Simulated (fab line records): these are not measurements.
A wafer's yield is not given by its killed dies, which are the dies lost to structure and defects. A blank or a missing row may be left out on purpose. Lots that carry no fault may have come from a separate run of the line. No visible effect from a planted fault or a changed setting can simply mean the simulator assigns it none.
What tool caused it? ; flow nand harc ; 72 wafers from 24 lots sampled at 6 of the route's 1159 steps

## WHAT THE GAUGES SHOWED, per wafer
Not one reading of a measure or inspect step in the record can be checked against a usual standard deviation.

## TOOL THAT RAN EACH LOT (tool first, then ch and the chambers of the sampled wafers, then the start)
lot;NHARC_A_STAIRCASE_TRIM_220;NHARC_A_STAIRCASE_TRIM_224;NHARC_A_STAIRCASE_ETCH_227;NHARC_A_STAIRCASE_ETCH_234;NHARC_A_STAIRCASE_DEP_151;NHARC_A_STAIRCASE_STRIP_446
L075;rie diel-13 ch 0,1,2, day 11 15:36;rie diel-13 ch 1,2,3, day 13 00:19 or earlier;rie diel-13 ch 1,2,3, day 13 00:19 or earlier;rie diel-03 ch 0,1,3, day 13 00:19 or earlier;pecvd-01 ch 0,1,2, day 13 00:19;plasma asher-01 ch 0,1, day 14 02:37
L076;rie diel-03 ch 0,2, day 11 16:56;rie diel-03 ch 1,2, day 13 00:19 or earlier;rie diel-03 ch 0,1,2, day 13 00:19 or earlier;rie diel-03 ch 0,2,3, day 13 00:19 or earlier;pecvd-04 ch 0,1,2, day 13 00:19;plasma asher-01 ch 0,1, day 14 02:20
L078;rie diel-03 ch 0,1,2, day 11 20:08;rie diel-03 ch 0,1,2, day 13 00:31 or earlier;rie diel-03 ch 1,2,3, day 13 00:31 or earlier;rie diel-03 ch 0,1,3, day 13 00:31 or earlier;pecvd-03 ch 0,1,2, day 13 00:31;plasma asher-02 ch 0,1, day 14 03:49
L074;rie diel-13 ch 0,1,3, day 11 20:37;rie diel-13 ch 0,2,3, day 13 06:24 or earlier;rie diel-13 ch 0,1,2, day 13 06:24 or earlier;rie diel-13 ch 0,1,2, day 13 06:24 or earlier;pecvd-01 ch 0,1, day 13 06:24;plasma asher-01 ch 0,1, day 14 09:31
L077;rie diel-03 ch 0,1,3, day 12 01:05;rie diel-03 ch 1,2,3, day 13 09:58 or earlier;rie diel-03 ch 0,2,3, day 13 09:58 or earlier;rie diel-13 ch 0,1, day 13 09:58 or earlier;pecvd-01 ch 0,2, day 13 09:58;plasma asher-01 ch 0,1, day 14 09:51
L079;rie diel-13 ch 0,1,3, day 12 05:05;rie diel-13 ch 0,1,3, day 13 09:38 or earlier;rie diel-13 ch 1,2,3, day 13 09:38 or earlier;rie diel-01 ch 0,1,3, day 13 09:38 or earlier;pecvd-04 ch 0,1, day 13 09:38;plasma asher-01 ch 0,1, day 14 11:59
L080;rie diel-03 ch 0,1, day 12 16:51;rie diel-03 ch 0,2,3, day 13 23:55 or earlier;rie diel-03 ch 0,1, day 13 23:55 or earlier;rie diel-03 ch 0,3, day 13 23:55 or earlier;pecvd-04 ch 1,2, day 13 23:55;plasma asher-02 ch 0,1, day 15 01:40
L083;rie diel-03 ch 0,1, day 13 03:52;rie diel-03 ch 1,3, day 14 14:08 or earlier;rie diel-03 ch 0,2, day 14 14:08 or earlier;rie diel-13 ch 0,1,2, day 14 14:08 or earlier;pecvd-01 ch 0,1,2, day 14 14:08;plasma asher-01 ch 0,1, day 15 18:23
L082;rie diel-01 ch 0,3, day 13 04:15;rie diel-01 ch 2,3, day 14 14:08 or earlier;rie diel-01 ch 0,2,3, day 14 14:08 or earlier;rie diel-13 ch 1,2, day 14 14:08 or earlier;pecvd-03 ch 0,1, day 14 14:08;plasma asher-02 ch 0,1, day 15 18:17
L081;rie diel-01 ch 0,1,3, day 13 07:27;rie diel-01 ch 0,1,3, day 14 22:40 or earlier;rie diel-01 ch 0,1,3, day 14 22:40 or earlier;rie diel-01 ch 1,3, day 14 22:40 or earlier;pecvd-01 ch 0,2, day 14 22:40;plasma asher-01 ch 0,1, day 16 06:02
L084;rie diel-13 ch 0,1,3, day 13 16:28;rie diel-13 ch 1,2,3, day 15 05:20 or earlier;rie diel-13 ch 0,2,3, day 15 05:20 or earlier;rie diel-13 ch 0,2,3, day 15 05:20 or earlier;pecvd-03 ch 0,2, day 15 05:20;plasma asher-01 ch 0,1, day 16 06:19
L089;rie diel-13 ch 1,3, day 14 03:46;rie diel-13 ch 1,3, day 15 13:35 or earlier;rie diel-13 ch 1,3, day 15 13:35 or earlier;rie diel-13 ch 0,1,2, day 15 13:35 or earlier;pecvd-04 ch 1,2, day 15 13:35;plasma asher-02 ch 0,1, day 16 16:04
L085;rie diel-13 ch 0,1,3, day 14 06:58;rie diel-13 ch 1,2,3, day 15 13:35 or earlier;rie diel-13 ch 0,1,3, day 15 13:35 or earlier;rie diel-13 ch 1,2,3, day 15 13:35 or earlier;pecvd-01 ch 0,1,2, day 15 13:35;plasma asher-01 ch 0,1, day 16 16:14
L087;rie diel-01 ch 0,1, day 14 16:22;rie diel-01 ch 0,1,2, day 16 00:55 or earlier;rie diel-01 ch 1,2, day 16 00:55 or earlier;rie diel-03 ch 2,3, day 16 00:55 or earlier;pecvd-04 ch 1,2, day 16 00:55;plasma asher-01 ch 0, day 17 02:11
L086;rie diel-03 ch 0,3, day 14 21:14;rie diel-03 ch 2,3, day 16 00:49 or earlier;rie diel-03 ch 2,3, day 16 00:49 or earlier;rie diel-13 ch 0,1, day 16 00:49 or earlier;pecvd-03 ch 0,1,2, day 16 00:49;plasma asher-02 ch 0,1, day 17 01:22
L090;rie diel-03 ch 0,3, day 15 02:31;rie diel-03 ch 0,3, day 16 13:01 or earlier;rie diel-03 ch 0,3, day 16 13:01 or earlier;rie diel-01 ch 1,2,3, day 16 13:01 or earlier;pecvd-03 ch 1,2, day 16 13:01;plasma asher-01 ch 0,1, day 17 16:08
L088;rie diel-13 ch 0,2, day 15 03:59;rie diel-13 ch 1,3, day 16 13:07 or earlier;rie diel-13 ch 1,2,3, day 16 13:07 or earlier;rie diel-13 ch 0,2,3, day 16 13:07 or earlier;pecvd-04 ch 0,2, day 16 13:07;plasma asher-02 ch 0,1, day 17 17:25
L091;rie diel-03 ch 0,3, day 15 11:04;rie diel-03 ch 0,3, day 16 19:42 or earlier;rie diel-03 ch 0,3, day 16 19:42 or earlier;rie diel-01 ch 1,2,3, day 16 19:42 or earlier;pecvd-01 ch 0,1, day 16 19:42;plasma asher-02 ch 0,1, day 17 20:07
L092;rie diel-01 ch 0,2,3, day 15 11:12;rie diel-01 ch 0,2,3, day 16 19:52 or earlier;rie diel-01 ch 0,1,2, day 16 19:52 or earlier;rie diel-13 ch 2,3, day 16 19:52 or earlier;pecvd-03 ch 0,1,2, day 16 19:52;plasma asher-01 ch 0,1, day 17 20:25
L094;rie diel-01 ch 1,2,3, day 15 22:46;rie diel-01 ch 0,1,2, day 17 10:20 or earlier;rie diel-01 ch 1,2,3, day 17 10:20 or earlier;rie diel-13 ch 0,2,3, day 17 10:20 or earlier;pecvd-03 ch 0,1, day 17 10:20;plasma asher-01 ch 0,1, day 18 13:12
L093;rie diel-13 ch 0,2,3, day 15 22:57;rie diel-13 ch 1,3, day 17 10:18 or earlier;rie diel-13 ch 0,1,3, day 17 10:18 or earlier;rie diel-13 ch 0,3, day 17 10:18 or earlier;pecvd-04 ch 0,1, day 17 10:18;plasma asher-02 ch 0,1, day 18 13:08
L095;rie diel-13 ch 0,3, day 16 10:57;rie diel-13 ch 1,3, day 17 20:42 or earlier;rie diel-13 ch 0,3, day 17 20:42 or earlier;rie diel-13 ch 2,3, day 17 20:42 or earlier;pecvd-01 ch 1,2, day 17 20:42;plasma asher-02 ch 0,1, day 19 00:46
L097;rie diel-03 ch 0,2, day 16 13:16;rie diel-03 ch 2,3, day 18 00:35 or earlier;rie diel-03 ch 0,2, day 18 00:35 or earlier;rie diel-03 ch 0,3, day 18 00:35 or earlier;pecvd-04 ch 0,1, day 18 00:35;plasma asher-02 ch 0,1, day 19 01:11
L096;rie diel-03 ch 0,2,3, day 16 15:38;rie diel-03 ch 2,3, day 18 00:24 or earlier;rie diel-03 ch 2,3, day 18 00:24 or earlier;rie diel-13 ch 0,2,3, day 18 00:24 or earlier;pecvd-03 ch 1,2, day 18 00:24;plasma asher-01 ch 1, day 19 00:58
- NHARC_A_STAIRCASE_TRIM_220: chemistry O2, time 211.2 s.
- NHARC_A_STAIRCASE_TRIM_224: chemistry O2, time 211.2 s.
- NHARC_A_STAIRCASE_ETCH_227: etches the open film in C4F8/O2, target depth 100 nm, time 40.5 s.
- NHARC_A_STAIRCASE_ETCH_234: etches the open film in C4F8/O2, target depth 100 nm, time 40.5 s.
- NHARC_A_STAIRCASE_DEP_151: deposits SiO2, target thk 3800 nm.
- NHARC_A_STAIRCASE_STRIP_446: strips in O2.

## AS READ BY THE TOOLS THEMSELVES (means over the sampled wafers that have a number; for cases with no such wafer, the mark the record gives instead)
NHARC_A_STAIRCASE_TRIM_220.
lot;tool;drypump motor current A (A);oes product au (a.u.);rf vpp V (V);showerhead plenum p Torr (Torr);throttle valve pct (%)
L075;rie diel-13;5.8;1.000;58.4;3.55;17.041
L076;rie diel-03;6.0;1.011;57.3;3.44;17.042
L078;rie diel-03;6.1;1.005;57.3;3.36;17.047
L074;rie diel-13;5.9;1.003;57.8;3.42;17.036
L077;rie diel-03;6.1;1.007;57.3;3.43;17.042
L079;rie diel-13;5.9;0.992;56.8;3.42;17.038
L080;rie diel-03;5.9;0.999;57.2;3.43;17.031
L083;rie diel-03;5.9;1.005;57.2;3.43;17.033
L082;rie diel-01;5.8;0.993;57.2;3.51;17.031
L081;rie diel-01;5.7;0.981;57.1;3.45;17.044
L084;rie diel-13;5.9;0.992;58.1;3.60;17.032
L089;rie diel-13;6.3;0.999;58.1;3.69;17.039
L085;rie diel-13;5.9;0.997;58.1;3.59;17.036
L087;rie diel-01;5.9;0.996;57.6;3.48;17.026
L086;rie diel-03;6.0;1.000;58.2;3.49;17.030
L090;rie diel-03;6.1;1.003;57.8;3.49;17.037
L088;rie diel-13;5.4;1.012;58.6;3.43;17.040
L091;rie diel-03;6.0;0.997;56.8;3.49;17.031
L092;rie diel-01;5.8;0.998;57.6;3.42;17.036
L094;rie diel-01;5.8;1.000;57.2;3.36;17.044
L093;rie diel-13;5.8;0.997;58.8;3.58;17.030
L095;rie diel-13;5.5;1.007;58.2;3.48;17.039
L097;rie diel-03;6.2;1.004;57.2;3.35;17.045
L096;rie diel-03;6.1;1.007;58.5;3.41;17.034

NHARC_A_STAIRCASE_TRIM_224.
lot;tool;drypump motor current A (A);oes product au (a.u.);rf vpp V (V);showerhead plenum p Torr (Torr);throttle valve pct (%)
L075;rie diel-13;6.3;0.994;57.7;3.52;17.038
L076;rie diel-03;6.2;1.004;57.1;3.29;17.030
L078;rie diel-03;6.1;1.008;57.4;3.36;17.037
L074;rie diel-13;5.8;0.993;57.2;3.42;17.030
L077;rie diel-03;6.2;1.001;58.6;3.36;17.036
L079;rie diel-13;5.9;0.993;57.5;3.42;17.045
L080;rie diel-03;6.1;0.998;58.2;3.44;17.035
L083;rie diel-03;6.2;1.004;57.8;3.43;17.043
L082;rie diel-01;5.6;0.993;57.1;3.33;17.041
L081;rie diel-01;5.8;0.991;57.4;3.45;17.042
L084;rie diel-13;6.2;0.990;57.9;3.69;17.036
L089;rie diel-13;6.3;1.000;57.3;3.69;17.035
L085;rie diel-13;6.3;0.993;58.5;3.69;17.041
L087;rie diel-01;6.0;0.996;57.1;3.47;17.039
L086;rie diel-03;6.3;1.001;57.0;3.36;17.034
L090;rie diel-03;5.9;1.002;57.0;3.49;17.037
L088;rie diel-13;6.4;0.999;57.8;3.74;17.038
L091;rie diel-03;6.1;1.007;57.8;3.49;17.033
L092;rie diel-01;5.9;0.994;57.7;3.42;17.036
L094;rie diel-01;6.1;0.998;58.1;3.46;17.040
L093;rie diel-13;6.3;0.997;59.0;3.74;17.033
L095;rie diel-13;6.3;0.990;59.2;3.74;17.029
L097;rie diel-03;6.3;1.003;57.4;3.35;17.037
L096;rie diel-03;6.2;1.014;58.7;3.41;17.037

NHARC_A_STAIRCASE_ETCH_227.
lot;tool;oes product au (a.u.);rf vpp V (V)
L075;rie diel-13;0.938;895
L076;rie diel-03;0.951;889
L078;rie diel-03;0.953;890
L074;rie diel-13;0.935;897
L077;rie diel-03;0.941;892
L079;rie diel-13;0.945;895
L080;rie diel-03;0.956;889
L083;rie diel-03;0.954;893
L082;rie diel-01;0.929;893
L081;rie diel-01;0.938;893
L084;rie diel-13;0.945;898
L089;rie diel-13;0.934;903
L085;rie diel-13;0.949;899
L087;rie diel-01;0.938;891
L086;rie diel-03;0.943;890
L090;rie diel-03;0.940;894
L088;rie diel-13;0.941;902
L091;rie diel-03;0.931;894
L092;rie diel-01;0.917;894
L094;rie diel-01;0.932;890
L093;rie diel-13;0.956;897
L095;rie diel-13;0.942;894
L097;rie diel-03;0.943;889
L096;rie diel-03;0.955;889

NHARC_A_STAIRCASE_ETCH_234.
lot;tool;oes product au (a.u.);rf vpp V (V)
L075;rie diel-03;0.935;893
L076;rie diel-03;0.956;892
L078;rie diel-03;0.947;893
L074;rie diel-13;0.944;896
L077;rie diel-13;0.950;893
L079;rie diel-01;0.940;893
L080;rie diel-03;0.938;896
L083;rie diel-13;0.953;897
L082;rie diel-13;0.950;900
L081;rie diel-01;0.935;889
L084;rie diel-13;0.941;899
L089;rie diel-13;0.945;896
L085;rie diel-13;0.943;902
L087;rie diel-03;0.941;893
L086;rie diel-13;0.959;893
L090;rie diel-01;0.938;890
L088;rie diel-13;0.939;898
L091;rie diel-01;0.939;889
L092;rie diel-13;0.944;903
L094;rie diel-13;0.936;898
L093;rie diel-13;0.935;901
L095;rie diel-13;0.938;900
L097;rie diel-03;0.935;895
L096;rie diel-13;0.942;897

NHARC_A_STAIRCASE_DEP_151.
lot;tool;heater power w (W);mfc precursor sccm (sccm)
L075;pecvd-01;683;200.2
L076;pecvd-04;646;199.9
L078;pecvd-03;590;199.9
L074;pecvd-01;719;199.9
L077;pecvd-01;612;199.7
L079;pecvd-04;604;200.2
L080;pecvd-04;587;200.0
L083;pecvd-01;667;200.1
L082;pecvd-03;616;200.0
L081;pecvd-01;572;200.1
L084;pecvd-03;582;200.3
L089;pecvd-04;589;199.8
L085;pecvd-01;720;200.3
L087;pecvd-04;659;199.3
L086;pecvd-03;620;199.5
L090;pecvd-03;617;200.1
L088;pecvd-04;751;199.5
L091;pecvd-01;719;199.7
L092;pecvd-03;545;200.5
L094;pecvd-03;566;200.0
L093;pecvd-04;567;200.2
L095;pecvd-01;621;199.9
L097;pecvd-04;588;200.2
L096;pecvd-03;591;199.5

NHARC_A_STAIRCASE_STRIP_446.
lot;tool;drypump motor current A (A);heater power w (W)
L075;plasma asher-01;5.62;338
L076;plasma asher-01;5.78;326
L078;plasma asher-02;5.64;377
L074;plasma asher-01;5.62;334
L077;plasma asher-01;5.79;322
L079;plasma asher-01;5.60;340
L080;plasma asher-02;5.49;354
L083;plasma asher-01;5.61;338
L082;plasma asher-02;5.66;374
L081;plasma asher-01;5.78;321
L084;plasma asher-01;5.77;330
L089;plasma asher-02;5.46;355
L085;plasma asher-01;5.79;325
L087;plasma asher-01;5.94;317
L086;plasma asher-02;5.67;361
L090;plasma asher-01;5.61;340
L088;plasma asher-02;5.46;353
L091;plasma asher-02;5.66;364
L092;plasma asher-01;5.62;333
L094;plasma asher-01;5.63;332
L093;plasma asher-02;5.65;367
L095;plasma asher-02;5.45;349
L097;plasma asher-02;5.64;362
L096;plasma asher-01;5.46;338

## THE ANSWER, worked out from the rows above alone
Rule: the usual values come from the lots themselves. Put in order of their means at a reading, lots are off if they are a third of the lots or fewer, leave a main group of 4 or more, and stand apart from it by a gap of 3 or more times the standard deviation of the main group's means; of several such gaps the widest counts. If all means in a main group match to the digits the tables above print for the reading, that group is not used. A lot without any number at a reading at which 4 lots or more have one is off too. Where the step has rows for the other lots, those lots are counted as sound. The gauges are gone through in route order, then the tools' own readings, and for those a lot's mean is taken as printed above. At the first step where some lot is off, the reading lying furthest off is the one used; lots without a number count as furthest.
Across all readings shown, no lot is off: no conclusion can be drawn from this.

## WHAT HAD BEEN PUT IN BY THE SIMULATOR
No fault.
